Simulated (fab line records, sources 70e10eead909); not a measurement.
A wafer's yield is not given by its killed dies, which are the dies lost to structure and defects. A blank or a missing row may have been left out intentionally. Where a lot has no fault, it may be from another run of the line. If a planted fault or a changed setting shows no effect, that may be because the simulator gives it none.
Chamber matching    flow nand harc    NHARC_A_SLIT_PRECLEAN_19 on wet bench-02: 8 sister chambers
The step cleans in SC1. 8 wafers are shown with their chamber, then 8 later ones without.

== EACH WAFER AND ITS CHAMBER ==
wafer   chamber  sc1 h2o2 end mol l
L468.2  7        0.3703
L468.3  0        0.3708
L468.6  4        0.3700
L470.3  6        0.3701
L470.5  1        0.3705
L477.2  3        0.3690
L477.4  2        0.3691
L479.4  5        0.3692

== WAFERS WITH NO CHAMBER GIVEN ==
wafer   sc1 h2o2 end mol l
L479.5  0.3700
L479.6  0.3703
L481.1  0.3711
L481.4  0.3700
L481.5  0.3692
L484.1  0.3692
L484.3  0.3692
L484.4  0.3700

== CHAMBER TAKEN BY EACH ==
wafer    from the rows above            in truth
L479.5   can't be placed: 4 or 6        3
L479.6   can't be placed: 7 or 1 or 6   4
L481.1   0                              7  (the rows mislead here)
L481.4   can't be placed: 4 or 6        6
L481.5   can't be placed: 5 or 2 or 3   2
L484.1   can't be placed: 5 or 2 or 3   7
L484.3   can't be placed: 5 or 2 or 3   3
L484.4   can't be placed: 4 or 6        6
Correct placement for 0 of the 8. Unplaceable from these rows: 7, with the true chamber sitting among the candidates in 4. Number placed wrongly: 1.
How it was worked out, from the rows above alone: a wafer's distance from a chamber is the root of the sum, over the readings, of the square of ((its reading less the chamber's mean) divided by the reading's scatter). The wafer belongs to the nearest chamber; if the next one is less than 2 further off, it can't be placed. For every chamber, the mean is computed from those of its wafers that are shown. The scatter: root of mean squared gap, hidden wafer to nearest shown wafer, with one shown wafer a chamber.
